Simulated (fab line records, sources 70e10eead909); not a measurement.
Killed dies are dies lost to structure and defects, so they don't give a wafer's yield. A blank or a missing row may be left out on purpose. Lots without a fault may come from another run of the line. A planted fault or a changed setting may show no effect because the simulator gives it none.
fab line records | flow nand_harc
record lots=24 wafers=72 last_day=33
route steps=1302 shown P_GATE@213 P_CONTACT@232 P_M0@278 P_M1@295
lots that met no fault: from a run of the same line without faults
start_h: hours from the record's first day to the start of the lot's first wafer shown | wait_h: hours since the lot's step before | " the same as in the row above | L1.1+2: a row that stands for several wafers | - no value, or no start given | * or withheld: withheld | < > ~ a bound
route shown NAME@n: a module of which the file shows steps, and the number in the route of the first | usual: mean/standard deviation of fault-free wafers | same: alike in all rows | chamber/n: place in a boat | sites: the reading at each site | _std_site: their standard deviation | _edge_site: outer sites' mean less inner sites' | radius_mm: how far each site lies from the wafer's centre | mask NAME#n: copy n | behind: the tool/chamber that last shaped the wafer | hold: why the lot was held/for how many hours/how that ended | device: the transistor (n, p or np) that didn't switch | end of line: the same wafers' tests at the end of the route | a step without rows: its recipe alone | killed: dies lost to structure and defects at the first sort, not the wafer's yield | map: a wafer's dies, x killed, . not, _ none there
set.NAME: the setting as run; set.NAME@STEP: as run at that earlier step | model.NAME: the simulator's own value behind a step, which no gauge read
steps of the route over a sample of lots; a table a step, a row a wafer
services: from which hour (start_h, from the record's first day; less than 0 if before it) a tool's chamber was out of use, for how many hours, and why
## steps
# step NHARC_P_GATE_RTA_80
# recipe temp_c=300 time_s=30
# usual lamp_power_pct=2.23/0.1 lamp_zone_1_pct=2.23/0.1 wafer_temp_C_max=301.2/0.33
# columns lot.wafer tool chamber start_h wait_h lamp_power_pct lamp_zone_1_pct wafer_temp_C_max
L074.1 rtp_anneal-02 0 110.68 - 2.35 2.36 301.1
L074.3 " 0 " " 2.36 2.36 301.0
L074.5 " 0 " " 2.36 2.36 300.9
L075.2 rtp_anneal-01 0 125.36 - 2.15 2.14 301.7
L075.3 " 0 " " 2.14 2.15 301.2
L075.4 " 0 " " 2.14 2.14 302.2
L076.1 rtp_anneal-01 0 134.20 - 2.15 2.15 300.8
L076.3 " 0 " " 2.14 2.15 301.5
L076.4 " 0 " " 2.15 2.15 301.3
L077.2 rtp_anneal-02 0 146.82 - 2.35 2.35 301.0
L077.5 " 0 " " 2.35 2.35 301.4
L077.6 " 0 " " 2.35 2.35 301.2
L078.1 rtp_anneal-01 0 154.80 - 2.15 2.15 301.3
L078.2 " 0 " " 2.15 2.15 301.1
L078.3 " 0 " " 2.15 2.15 301.4
L079.1 rtp_anneal-01 0 169.10 - 2.15 2.15 301.2
L079.4 " 0 " " 2.15 2.15 300.8
L079.6 " 0 " " 2.15 2.15 301.2
L080.1 rtp_anneal-02 0 170.19 - 2.35 2.35 300.7
L080.4 " 0 " " 2.35 2.35 301.1
L080.6 " 0 " " 2.36 2.35 300.9
L082.2 rtp_anneal-01 0 191.69 - 2.15 2.15 301.4
L082.3 " 0 " " 2.14 2.15 300.9
L082.6 " 0 " " 2.14 2.15 301.1
L081.1 rtp_anneal-02 0 192.15 - 2.35 2.36 301.1
L081.2 " 0 " " 2.35 2.35 301.2
L081.5 " 0 " " 2.35 2.35 301.6
L083.3 rtp_anneal-01 0 208.04 - 2.14 2.14 300.6
L083.4 " 0 " " 2.14 2.14 300.8
L083.5 " 0 " " 2.14 2.15 301.0
L084.1 rtp_anneal-01 0 217.50 - 2.15 2.15 301.2
L084.2 " 0 " " 2.15 2.15 301.0
L084.4 " 0 " " 2.15 2.15 300.7
L085.1 rtp_anneal-01 0 223.57 - 2.15 2.14 301.1
L085.2 " 0 " " 2.14 2.15 301.6
L085.6 " 0 " " 2.15 2.14 301.4
L086.1 rtp_anneal-02 0 232.03 - 2.35 2.35 301.0
L086.2 " 0 " " 2.35 2.36 301.3
L086.5 " 0 " " 2.35 2.35 301.0
L087.3 rtp_anneal-01 0 260.01 - 2.15 2.15 301.3
L087.5 " 0 " " 2.15 2.15 301.1
L087.6 " 0 " " 2.15 2.15 301.6
L088.1 rtp_anneal-02 0 262.35 - 2.35 2.35 300.8
L088.2 " 0 " " 2.35 2.35 301.0
L088.3 " 0 " " 2.35 2.35 301.2
L089.1 rtp_anneal-02 0 265.09 - 2.35 2.35 300.8
L089.4 " 0 " " 2.35 2.35 301.0
L089.6 " 0 " " 2.35 2.35 300.8
L090.1 rtp_anneal-01 0 274.38 - 2.15 2.15 301.6
L090.2 " 0 " " 2.15 2.15 301.6
L090.5 " 0 " " 2.14 2.15 301.6
L091.2 rtp_anneal-01 0 287.40 - 2.15 2.15 301.8
L091.5 " 0 " " 2.15 2.15 301.1
L091.6 " 0 " " 2.15 2.15 301.3
L092.1 rtp_anneal-02 0 298.56 - 2.35 2.35 300.9
L092.3 " 0 " " 2.35 2.35 301.1
L092.6 " 0 " " 2.35 2.35 301.0
L093.3 rtp_anneal-01 0 309.09 - 2.16 2.16 301.3
L093.4 " 0 " " 2.16 2.16 301.2
L093.5 " 0 " " 2.16 2.16 301.3
L094.1 rtp_anneal-02 0 314.30 - 2.35 2.35 300.7
L094.5 " 0 " " 2.35 2.35 301.0
L094.6 " 0 " " 2.35 2.35 300.8
L095.1 rtp_anneal-02 0 326.36 - 2.36 2.35 301.1
L095.2 " 0 " " 2.35 2.35 301.2
L095.3 " 0 " " 2.35 2.35 301.2
L096.3 rtp_anneal-01 0 333.95 - 2.15 2.15 301.1
L096.4 " 0 " " 2.15 2.15 301.2
L096.6 " 0 " " 2.15 2.15 301.4
L097.1 rtp_anneal-01 0 346.28 - 2.15 2.15 301.5
L097.4 " 0 " " 2.15 2.15 301.7
L097.5 " 0 " " 2.15 2.15 301.9
# step NHARC_P_CONTACT_CD_MEAS_12
# recipe target_cd_nm=90 landing_energy_ev=500
# usual cd_nm=89.9/1.2
# columns lot.wafer tool chamber start_h wait_h cd_nm
L074.1 cd_sem-01 0 113.07 - 88.8
L074.3 " 0 " " 88.0
L074.5 " 0 " " 87.9
L075.2 cd_sem-01 0 127.60 - 89.5
L075.3 " 0 " " 90.1
L075.4 " 0 " " 90.4
L076.1 cd_sem-03 0 136.47 - 89.1
L076.3 " 0 " " 88.2
L076.4 " 0 " " 88.8
L077.2 cd_sem-02 0 149.12 - 91.8
L077.5 " 0 " " 90.1
L077.6 " 0 " " 89.9
L078.1 cd_sem-03 0 156.94 - 88.0
L078.2 " 0 " " 89.6
L078.3 " 0 " " 89.8
L079.1 cd_sem-03 0 171.61 - 89.1
L079.4 " 0 " " 89.7
L079.6 " 0 " " 89.5
L080.1 cd_sem-02 0 172.72 - 90.2
L080.4 " 0 " " 91.0
L080.6 " 0 " " 91.2
L082.2 cd_sem-03 0 193.81 - 91.3
L082.3 " 0 " " 91.6
L082.6 " 0 " " 91.7
L081.1 cd_sem-03 0 194.58 - 91.6
L081.2 " 0 " " 92.8
L081.5 " 0 " " 91.1
L083.3 cd_sem-03 0 210.16 - 89.0
L083.4 " 0 " " 90.0
L083.5 " 0 " " 90.6
L084.1 cd_sem-02 0 219.66 - 90.9
L084.2 " 0 " " 89.6
L084.4 " 0 " " 90.8
L085.1 cd_sem-03 0 225.83 - 90.9
L085.2 " 0 " " 92.5
L085.6 " 0 " " 90.8
L086.1 cd_sem-03 0 234.30 - 89.8
L086.2 " 0 " " 88.7
L086.5 " 0 " " 89.9
L087.3 cd_sem-02 0 262.22 - 92.7
L087.5 " 0 " " 91.6
L087.6 " 0 " " 91.9
L088.1 cd_sem-03 0 264.61 - 90.9
L088.2 " 0 " " 91.2
L088.3 " 0 " " 91.3
L089.1 cd_sem-02 0 267.38 - 88.5
L089.4 " 0 " " 88.8
L089.6 " 0 " " 89.0
L090.1 cd_sem-02 0 276.65 - 88.9
L090.2 " 0 " " 89.7
L090.5 " 0 " " 89.5
L091.2 cd_sem-03 0 289.52 - 91.9
L091.5 " 0 " " 90.3
L091.6 " 0 " " 91.2
L092.1 cd_sem-02 0 300.71 - 88.5
L092.3 " 0 " " 88.3
L092.6 " 0 " " 88.7
L093.3 cd_sem-01 0 311.30 - 90.4
L093.4 " 0 " " 90.6
L093.5 " 0 " " 89.5
L094.1 cd_sem-03 0 316.47 - 89.3
L094.5 " 0 " " 89.0
L094.6 " 0 " " 89.4
L095.1 cd_sem-02 0 328.50 - 88.5
L095.2 " 0 " " 89.6
L095.3 " 0 " " 89.5
L096.3 cd_sem-01 0 336.17 - 90.1
L096.4 " 0 " " 89.2
L096.6 " 0 " " 90.3
L097.1 cd_sem-02 0 348.41 - 88.4
L097.4 " 0 " " 88.6
L097.5 " 0 " " 89.1
# step NHARC_P_CONTACT_ALD_22
# recipe target_thk_a=30 pulse_time_s=1 ald_cycles=150 temp_c=450 material=TiN
# usual heater_power_w=1136/120 precursor_pulse_height_rel=0.998/0.021 susceptor_temp_C=449.99/0.26
# same ald_cycles=150
# columns lot.wafer tool chamber start_h wait_h heater_power_w precursor_pulse_height_rel susceptor_temp_C
L074.3 ald_metal-02 3 115.12 - 1075 0.988 449.91
L074.1 " 0 " " 1102 0.995 450.43
L074.5 " 1 " " 1287 0.994 450.22
L075.3 ald_metal-04 1 129.62 - 1178 1.004 450.07
L075.2 " 0 " " 1167 0.993 449.65
L075.4 " 1 " " 1162 0.950 449.72
L076.3 ald_metal-04 1 138.48 - 1187 0.977 450.36
L076.1 " 3 " " 1221 1.041 450.26
L076.4 " 0 " " 1183 0.980 450.02
L077.2 ald_metal-02 3 151.25 - 1071 1.014 450.01
L077.5 " 0 " " 1086 0.988 449.88
L077.6 " 1 " " 1296 0.995 449.85
L078.3 ald_metal-03 1 158.95 - 1269 0.996 450.01
L078.1 " 2 " " 828 1.002 449.82
L078.2 " 0 " " 1007 1.000 449.93
L079.4 ald_metal-03 0 173.66 - 1000 0.985 449.80
L079.1 " 1 " " 1315 0.991 449.98
L079.6 " 3 " " 1032 0.989 449.89
L080.1 ald_metal-02 2 174.74 - 1224 1.026 449.74
L080.4 " 3 " " 1095 0.989 449.96
L080.6 " 3 " " 1086 1.008 450.07
L082.3 ald_metal-04 2 195.85 - 1173 1.000 449.77
L082.2 " 3 " " 1245 0.977 449.95
L082.6 " 0 " " 1145 1.019 449.58
L081.1 ald_metal-02 3 196.63 - 1083 1.004 449.87
L081.2 " 0 " " 1069 1.043 450.05
L081.5 " 0 " " 1082 1.004 449.94
L083.3 ald_metal-02 2 212.18 - 1205 0.986 450.14
L083.4 " 0 " " 1064 1.004 450.00
L083.5 " 2 " " 1235 0.973 450.13
L084.2 ald_metal-04 1 221.69 - 1166 1.006 -
L084.4 " 2 " " 1160 1.034 -
L084.1 " 3 " " 1261 0.975 -
L085.2 ald_metal-02 3 227.84 - 1084 0.992 449.79
L085.1 " 0 " " 1074 0.982 450.24
L085.6 " 0 " " 1136 0.999 450.02
L086.2 ald_metal-04 1 236.31 - 1182 0.993 450.03
L086.1 " 0 " " 1190 1.005 450.22
L086.5 " 1 " " 1162 0.999 449.72
L087.3 ald_metal-02 0 264.27 - 1090 0.973 450.68
L087.5 " 2 " " 1149 1.033 449.69
L087.6 " 3 " " 1070 0.993 449.95
L088.3 ald_metal-03 2 266.77 - 786 0.984 449.68
L088.2 " 0 " " 1019 1.013 449.92
L088.1 " 1 " " 1212 1.035 449.96
L089.1 ald_metal-04 3 269.42 - 1239 1.000 449.86
L089.4 " 1 " " 1144 1.027 449.87
L089.6 " 2 " " 1147 0.969 449.93
L090.1 ald_metal-04 3 278.81 - 1248 1.031 449.70
L090.2 " 0 " " 1170 0.985 450.12
L090.5 " 2 " " 1145 0.959 449.73
L091.2 ald_metal-03 1 291.63 - 1234 1.008 449.71
L091.6 " 2 " " 809 0.974 450.29
L091.5 " 3 " " 1019 0.956 449.90
L092.1 ald_metal-02 1 302.72 - 1336 0.978 450.12
L092.3 " 0 " " 1091 0.969 450.00
L092.6 " 1 " " 1371 0.961 449.89
L093.4 ald_metal-04 3 313.36 - 1209 0.995 449.79
L093.3 " 0 " " 1181 0.996 450.13
L093.5 " 2 " " 1093 0.999 450.29
L094.1 ald_metal-03 0 318.53 - 1019 1.005 450.03
L094.5 " 1 " " 1233 0.977 450.45
L094.6 " 2 " " 816 1.000 449.73
L095.3 ald_metal-02 1 330.51 - 1343 0.993 450.21
L095.2 " 3 " " 1090 1.022 450.30
L095.1 " 0 " " 1084 0.983 450.39
L096.4 ald_metal-04 3 338.18 - 1229 1.051 450.32
L096.3 " 2 " " 1090 1.014 449.63
L096.6 " 0 " " 1168 1.020 450.01
L097.4 ald_metal-04 1 350.44 - 1164 1.023 450.26
L097.1 " 3 " " 1184 0.993 450.47
L097.5 " 0 " " 1124 1.030 449.84
# step NHARC_P_M0_CMP_23
# recipe t_overpolish_s=20 target_thk_nm=117.54
# usual motor_current_A=12.1/1.6 retaining_ring_pressure_frac=1.000/0.0053 time_to_endpoint_s=29/3.4
# columns lot.wafer tool chamber start_h wait_h motor_current_A retaining_ring_pressure_frac time_to_endpoint_s
L074.3 cmp-04 3 119.41 - 11.8 1.007 28
L074.1 " 1 " " 16.3 0.993 29
L074.5 " 2 " " 12.9 0.996 36
L075.2 cmp-01 1 133.93 - 11.5 0.988 32
L075.4 " 2 " " 12.1 0.995 31
L075.3 " 3 " " 12.7 1.002 27
L076.1 cmp-01 2 142.74 - 11.9 0.994 31
L076.3 " 3 " " 12.3 0.994 32
L076.4 " 1 " " 11.2 0.998 34
L077.2 cmp-02 3 155.75 - 10.5 1.008 26
L077.5 " 0 " " 13.6 1.000 26
L077.6 " 1 " " 12.0 0.995 31
L078.2 cmp-04 3 163.21 - 11.6 0.991 25
L078.3 " 0 " " 10.2 1.005 24
L078.1 " 1 " " 15.8 0.996 27
L079.1 cmp-04 2 178.24 - 12.4 0.993 30
L079.4 " 3 " " 11.8 0.996 22
L079.6 " 1 " " 16.9 0.997 27
L080.4 cmp-04 1 179.41 - 17.9 0.998 26
L080.1 " 2 " " 12.8 0.999 31
L080.6 " 1 " " 16.3 0.998 25
L082.2 cmp-01 2 200.05 - 11.9 0.996 31
L082.3 " 0 " " 11.9 1.010 32
L082.6 " 1 " " 11.5 1.004 31
L081.1 cmp-02 0 201.01 - 14.9 0.999 26
L081.2 " 1 " " 12.5 1.000 31
L081.5 " 3 " " 10.1 0.994 30
L083.4 cmp-02 2 216.48 - 11.5 1.003 33
L083.3 " 0 " " 14.2 1.003 25
L083.5 " 3 " " 10.1 1.002 29
L084.1 cmp-01 1 225.92 - 10.8 0.999 33
L084.2 " 3 " " 12.9 0.995 30
L084.4 " 0 " " 12.2 1.003 31
L085.2 cmp-01 0 232.27 - 11.9 1.002 34
L085.1 " 3 " " 12.9 1.005 32
L085.6 " 0 " " 12.9 1.005 33
L086.2 cmp-02 2 240.60 - 10.6 1.002 27
L086.1 " 3 " " 10.5 1.003 25
L086.5 " 0 " " 14.6 1.003 23
L087.3 cmp-02 0 268.57 - 14.9 1.001 23
L087.6 " 0 " " 14.5 1.001 23
L087.5 " 1 " " 12.3 1.000 28
L088.3 cmp-01 3 271.54 - 12.4 1.001 29
L088.2 " 0 " " 12.3 1.006 33
L088.1 " 1 " " 11.1 1.001 35
L089.4 cmp-01 3 282.53 - 12.6 1.010 28
L089.1 " 0 " " 12.2 1.000 30
L089.6 " 0 " " 12.4 0.991 30
L090.2 cmp-02 2 284.90 - 11.0 1.007 32
L090.1 " 1 " " 11.9 1.002 33
L090.5 " 2 " " 10.5 0.997 31
L091.2 cmp-01 1 296.00 - 11.6 1.004 34
L091.6 " 2 " " 11.6 1.003 29
L091.5 " 3 " " 13.2 1.008 27
L092.3 cmp-01 0 307.30 - 11.5 0.998 29
L092.1 " 2 " " 11.2 1.000 30
L092.6 " 0 " " 12.9 0.998 28
L093.3 cmp-04 0 317.61 - 10.2 1.002 25
L093.4 " 1 " " 16.7 1.003 25
L093.5 " 3 " " 12.1 1.010 26
L094.1 cmp-02 1 323.36 - 11.8 1.003 31
L094.5 " 1 " " 11.5 1.007 29
L094.6 " 2 " " 10.9 1.002 31
L095.3 cmp-02 2 334.94 - 10.9 0.999 31
L095.1 " 3 " " 11.1 1.001 27
L095.2 " 1 " " 11.9 0.999 29
L096.4 cmp-01 1 342.59 - 11.3 0.997 36
L096.3 " 3 " " 12.2 0.998 30
L096.6 " 1 " " 11.0 1.000 37
L097.4 cmp-02 2 354.81 - 10.7 1.010 33
L097.1 " 1 " " 11.6 1.008 31
L097.5 " 3 " " 10.5 0.994 29
# step NHARC_P_M1_CD_MEAS_09
# recipe target_cd_nm=130 landing_energy_ev=500
# usual cd_nm=129.9/0.89
# columns lot.wafer tool chamber start_h wait_h cd_nm
L074.1 cd_sem-03 0 121.24 - 131.7
L074.3 " 0 " " 131.5
L074.5 " 0 " " 130.0
L075.2 cd_sem-01 0 135.93 - 130.1
L075.3 " 0 " " 130.0
L075.4 " 0 " " 129.6
L076.1 cd_sem-01 0 144.45 - 131.5
L076.3 " 0 " " 131.8
L076.4 " 0 " " 130.2
L077.2 cd_sem-02 0 157.51 - 130.8
L077.5 " 0 " " 131.4
L077.6 " 0 " " 129.8
L078.1 cd_sem-02 0 165.04 - 129.4
L078.2 " 0 " " 129.3
L078.3 " 0 " " 129.4
L079.1 cd_sem-02 0 180.07 - 128.6
L079.4 " 0 " " 129.0
L079.6 " 0 " " 128.4
L080.1 cd_sem-02 0 181.22 - 129.9
L080.4 " 0 " " 129.2
L080.6 " 0 " " 129.8
L082.2 cd_sem-03 0 201.76 - 129.3
L082.3 " 0 " " 127.4
L082.6 " 0 " " 130.1
L081.1 cd_sem-03 0 202.84 - 130.4
L081.2 " 0 " " 129.9
L081.5 " 0 " " 129.6
L083.3 cd_sem-02 0 218.25 - 129.2
L083.4 " 0 " " 128.0
L083.5 " 0 " " 128.7
L084.1 cd_sem-03 0 227.78 - 129.6
L084.2 " 0 " " 130.0
L084.4 " 0 " " 130.1
L085.1 cd_sem-02 0 234.11 - 129.9
L085.2 " 0 " " 129.1
L085.6 " 0 " " 130.2
L086.1 cd_sem-03 0 242.41 - 128.8
L086.2 " 0 " " 130.3
L086.5 " 0 " " 129.5
L087.3 cd_sem-01 0 270.47 - 130.0
L087.5 " 0 " " 130.9
L087.6 " 0 " " 130.8
L088.1 cd_sem-02 0 273.38 - 130.8
L088.2 " 0 " " 130.8
L088.3 " 0 " " 131.3
L089.1 cd_sem-03 0 284.39 - 130.0
L089.4 " 0 " " 131.0
L089.6 " 0 " " 130.3
L090.1 cd_sem-03 0 286.76 - 130.2
L090.2 " 0 " " 129.3
L090.5 " 0 " " 130.0
L091.2 cd_sem-03 0 297.83 - 130.4
L091.5 " 0 " " 130.6
L091.6 " 0 " " 129.7
L092.1 cd_sem-03 0 309.16 - 130.2
L092.3 " 0 " " 129.5
L092.6 " 0 " " 130.3
L093.3 cd_sem-03 0 319.44 - 128.8
L093.4 " 0 " " 128.8
L093.5 " 0 " " 129.6
L094.1 cd_sem-02 0 325.10 - 129.7
L094.5 " 0 " " 130.7
L094.6 " 0 " " 130.0
L095.1 cd_sem-03 0 336.80 - 127.2
L095.2 " 0 " " 129.5
L095.3 " 0 " " 127.6
L096.3 cd_sem-03 0 344.30 - 130.7
L096.4 " 0 " " 130.1
L096.6 " 0 " " 130.4
L097.1 cd_sem-03 0 356.67 - 130.6
L097.4 " 0 " " 131.0
L097.5 " 0 " " 129.8
# step NHARC_P_M1_PVD_21
# recipe target_thk_a=300 chamber_pressure_pa=5 power_w=5000 substrate_temp_c=30 time_s=20.49 material=Cu
# usual throttle_valve_pct=30.0/1.4
# columns lot.wafer tool chamber start_h wait_h throttle_valve_pct
L074.1 pvd_sputter-03 - - - 30.5
L074.3 " - " " 29.2
L074.5 " - " " 29.9
L075.2 pvd_sputter-03 - - - 31.1
L075.3 " - " " 30.4
L075.4 " - " " 28.9
L076.4 pvd_sputter-03 - - - 29.6
L076.1 " - " " 30.5
L076.3 " - " " 29.2
L077.2 pvd_sputter-01 - - - 29.2
L077.6 " - " " 27.2
L077.5 " - " " 32.3
L078.2 pvd_sputter-02 - - - 30.1
L078.3 " - " " 30.8
L078.1 " - " " 30.0
L079.4 pvd_sputter-01 - - - 29.3
L079.1 " - " " 27.4
L079.6 " - " " 28.9
L080.1 pvd_sputter-02 - - - 29.9
L080.4 " - " " 31.0
L080.6 " - " " 30.9
L082.3 pvd_sputter-03 - - - 30.5
L082.2 " - " " 29.9
L082.6 " - " " 30.1
L081.2 pvd_sputter-02 - - - 30.1
L081.1 " - " " 31.5
L081.5 " - " " 30.6
L083.3 pvd_sputter-01 - - - 29.3
L083.4 " - " " 30.0
L083.5 " - " " 29.7
L084.4 pvd_sputter-01 - - - 27.3
L084.2 " - " " 31.8
L084.1 " - " " 29.5
L085.1 pvd_sputter-01 - - - 30.1
L085.2 " - " " 29.2
L085.6 " - " " 27.3
L086.2 pvd_sputter-03 - - - 31.0
L086.1 " - " " 30.2
L086.5 " - " " 29.6
L087.3 pvd_sputter-02 - - - 30.5
L087.5 " - " " 30.0
L087.6 " - " " 31.3
L088.1 pvd_sputter-02 - - - 30.9
L088.2 " - " " 30.0
L088.3 " - " " 30.1
L089.1 pvd_sputter-01 - - - 30.2
L089.4 " - " " 26.7
L089.6 " - " " 31.8
L090.2 pvd_sputter-01 - - - 31.8
L090.1 " - " " 30.4
L090.5 " - " " 26.9
L091.2 pvd_sputter-01 - - - 30.1
L091.5 " - " " 31.9
L091.6 " - " " 29.6
L092.1 pvd_sputter-03 - - - 31.1
L092.3 " - " " 28.0
L092.6 " - " " 30.1
L093.4 pvd_sputter-01 - - - 29.8
L093.3 " - " " 31.8
L093.5 " - " " 30.0
L094.1 pvd_sputter-02 - - - 29.8
L094.6 " - " " 29.7
L094.5 " - " " 31.4
L095.3 pvd_sputter-02 - - - 31.5
L095.2 " - " " 29.4
L095.1 " - " " 29.6
L096.4 pvd_sputter-01 - - - 30.4
L096.3 " - " " 26.6
L096.6 " - " " 29.6
L097.1 pvd_sputter-01 - - - 26.7
L097.4 " - " " 30.3
L097.5 " - " " 27.0
## services
# columns tool chamber start_h hours kind
cmp-01 - 87.50 4.0 pm
pvd_sputter-01 - 96.89 10.0 pm
cmp-02 - 99.83 1.3 repair
ald_metal-04 - 118.00 10.0 pm
cmp-01 - 122.82 1.1 repair
cmp-02 - 134.74 4.0 pm
pvd_sputter-01 - 167.06 6.9 repair
ald_metal-02 - 172.50 1.4 repair
cmp-01 - 185.50 4.0 pm
ald_metal-02 1 195.08 5.9 repair
ald_metal-02 0 197.49 6.9 repair
cmp-01 - 228.26 3.5 repair
cmp-02 - 232.74 4.0 pm
ald_metal-02 0 242.82 3.2 repair
ald_metal-02 - 254.04 10.0 pm
cmp-01 - 269.41 2.0 repair
pvd_sputter-01 - 274.89 10.0 pm
cmp-01 - 275.09 4.0 repair
cmp-01 - 283.50 4.0 pm
ald_metal-04 - 296.00 10.0 pm
cmp-02 - 312.37 0.9 repair
cmp-01 - 320.28 0.6 repair
ald_metal-04 - 329.83 0.9 repair
cmp-01 - 351.19 3.0 repair
## key
fault none
